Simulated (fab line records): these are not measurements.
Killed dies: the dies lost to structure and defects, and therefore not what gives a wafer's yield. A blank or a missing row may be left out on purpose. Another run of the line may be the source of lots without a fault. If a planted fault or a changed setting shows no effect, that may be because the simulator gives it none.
The tool behind it: which one? | flow n5-finfet | 11 lots with 33 wafers sampled at 4 steps, on a route of 1938 steps

WHAT THE GAUGES SHOWED, per wafer
N5_BEOL_M5_OVL_MEAS_12.
lot  | measured     | on         | M5_OVL (nm)
L600 | day 8 00:32  | overlay-01 | 0.2 0.2 -0.4
L599 | day 8 18:39  | overlay-01 | -1.7 -2.3 -1.9
L601 | day 8 18:48  | overlay-01 | -1.0 -0.9 0.7
L602 | day 8 23:01  | overlay-02 | -0.8 -1.9 -1.1
L609 | day 11 01:51 | overlay-01 | -0.4 -0.5 -0.7
L610 | day 11 15:37 | overlay-01 | -0.7 -0.1 -1.1
L615 | day 12 12:16 | overlay-01 | -0.1 -1.0 0.6
L613 | day 12 15:55 | overlay-02 | -1.1 -0.9 -1.0
L616 | day 12 19:19 | overlay-02 | 0.0 -0.4 0.0
L618 | day 12 20:44 | overlay-01 | -1.5 0.4 -0.9
L620 | day 13 23:26 | overlay-02 | -1.1 -0.1 -1.1

WHAT TOOL EACH LOT RAN ON (gives the tool, then ch and the chambers of the sampled wafers, and finally the start)
lot  | N5_BEOL_M4_CMP_52             | N5_BEOL_M4_CO_CAP_55             | N5_BEOL_M5_COAT_05
L600 | cmp-04 ch 0,1,2, day 7 20:59  | cvd-co-02 ch 0,1,2, day 7 21:22  | litho-track-04 ch 0, day 8 00:07
L599 | cmp-04 ch 0,1,3, day 8 14:34  | cvd-co-01 ch 0,1,2, day 8 14:52  | litho-track-05 ch 0, day 8 18:13
L601 | cmp-03 ch 1,2, day 8 14:48    | cvd-co-01 ch 0,1, day 8 15:12    | litho-track-03 ch 0, day 8 18:18
L602 | cmp-03 ch 0,3, day 8 19:46    | cvd-co-02 ch 0,2, day 8 20:06    | litho-track-03 ch 0, day 8 22:35
L609 | cmp-03 ch 1,3, day 10 22:08   | cvd-co-02 ch 0,1,2, day 10 22:30 | litho-track-04 ch 0, day 11 01:26
L610 | cmp-02 ch 0,1,3, day 11 10:26 | cvd-co-02 ch 0,1,2, day 11 10:49 | litho-track-04 ch 0, day 11 15:13
L615 | cmp-04 ch 0,3, day 12 08:44   | cvd-co-01 ch 0,1,2, day 12 09:06 | litho-track-03 ch 0, day 12 11:51
L613 | cmp-02 ch 0,1,2, day 12 12:28 | cvd-co-02 ch 0,2, day 12 12:47   | litho-track-03 ch 0, day 12 15:37
L616 | cmp-03 ch 0,1,3, day 12 15:46 | cvd-co-02 ch 0,1,2, day 12 16:08 | litho-track-03 ch 0, day 12 19:01
L618 | cmp-04 ch 0,1,3, day 12 17:56 | cvd-co-01 ch 0,1,2, day 12 18:19 | litho-track-05 ch 0, day 12 20:20
L620 | cmp-03 ch 0,3, day 13 20:10   | cvd-co-01 ch 0,1,2, day 13 20:37 | litho-track-03 ch 0, day 13 23:08
- N5_BEOL_M4_CMP_52: polishes, stops on SiOC, t overpolish 6.8 s, target thk 40 nm.
- N5_BEOL_M4_CO_CAP_55: material Co, precursor CCTBA/H2, target thk 2 nm, time 102.1 s.
- N5_BEOL_M5_COAT_05: resist thk 30 nm.

THE ANSWER, worked out from the rows above alone
Rule: what is usual is taken from the lots themselves. Put in order of their means at a reading, lots are off if they are a third of the lots or fewer, leave a main group of 4 or more, and stand apart from it by a gap of 3 or more times the standard deviation of the main group's means; of several such gaps the widest counts. The tables above print the reading to a certain number of digits; a main group whose means all agree to those digits is not used. A lot without any number at a reading at which 4 lots or more have one is off too. All remaining lots with rows at the step are treated as sound.
No lot is off on any of the readings shown, so nothing can be concluded from this.

WHAT THE SIMULATOR HAD INSERTED
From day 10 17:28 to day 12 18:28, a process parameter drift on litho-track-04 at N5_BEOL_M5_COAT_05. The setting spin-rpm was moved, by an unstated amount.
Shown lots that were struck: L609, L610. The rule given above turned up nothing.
